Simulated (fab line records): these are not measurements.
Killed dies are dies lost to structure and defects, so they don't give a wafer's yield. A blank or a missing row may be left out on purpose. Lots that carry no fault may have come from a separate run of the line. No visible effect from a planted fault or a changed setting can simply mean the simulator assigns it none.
Matching of chambers + flow n5-finfet + N5_DUMMY_GATE_CMP_04 on cmp-02 has 4 sister chambers
The step polishes a-Si. 4 wafers are shown with their chamber, then 12 later ones without.

== EACH WAFER AND ITS CHAMBER ==
| wafer  | chamber | motor-current-A (A) |
|--------|---------|---------------------|
| L085.1 | 1       | 10.7                |
| L085.6 | 3       | 9.3                 |
| L085.3 | 2       | 9.2                 |
| L085.5 | 0       | 8.5                 |

== WAFERS WHOSE CHAMBER IS MISSING ==
| wafer  | motor-current-A (A) |
|--------|---------------------|
| L086.1 | 8.8                 |
| L086.4 | 9.6                 |
| L086.5 | 11.2                |
| L088.1 | 8.8                 |
| L088.2 | 9.2                 |
| L088.6 | 9.2                 |
| L091.1 | 8.5                 |
| L091.4 | 9.5                 |
| L091.6 | 10.3                |
| L095.2 | 9.5                 |
| L095.3 | 10.5                |
| L095.6 | 9.4                 |

== WHICH CHAMBER EACH WENT THROUGH ==
| wafer  | from the rows above          | in truth                   |
|--------|------------------------------|----------------------------|
| L086.1 | can't be placed: 0 or 2 or 3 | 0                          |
| L086.4 | can't be placed: 3 or 2      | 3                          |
| L086.5 | 1                            | 1                          |
| L088.1 | can't be placed: 0 or 2 or 3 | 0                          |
| L088.2 | can't be placed: 2 or 3      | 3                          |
| L088.6 | can't be placed: 2 or 3      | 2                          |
| L091.1 | 0                            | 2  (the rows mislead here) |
| L091.4 | can't be placed: 3 or 2      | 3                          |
| L091.6 | 1                            | 1                          |
| L095.2 | can't be placed: 3 or 2      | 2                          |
| L095.3 | 1                            | 1                          |
| L095.6 | can't be placed: 3 or 2      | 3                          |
3 of 12 placed correctly. Unplaceable from these rows: 8, with the true chamber sitting among the candidates in 8. Placed wrongly: 1.
How it was worked out, from the rows above alone: a wafer's distance from a chamber is the root of the sum, over the readings, of the square of ((its reading less the chamber's mean) divided by the reading's scatter). If the next closest chamber is less than 2 further off than the closest, the wafer can't be placed; otherwise it belongs to the closest. For every chamber, the mean is computed from those of its wafers that are shown. The scatter: root of mean squared gap, hidden wafer to nearest shown wafer, with one shown wafer a chamber.
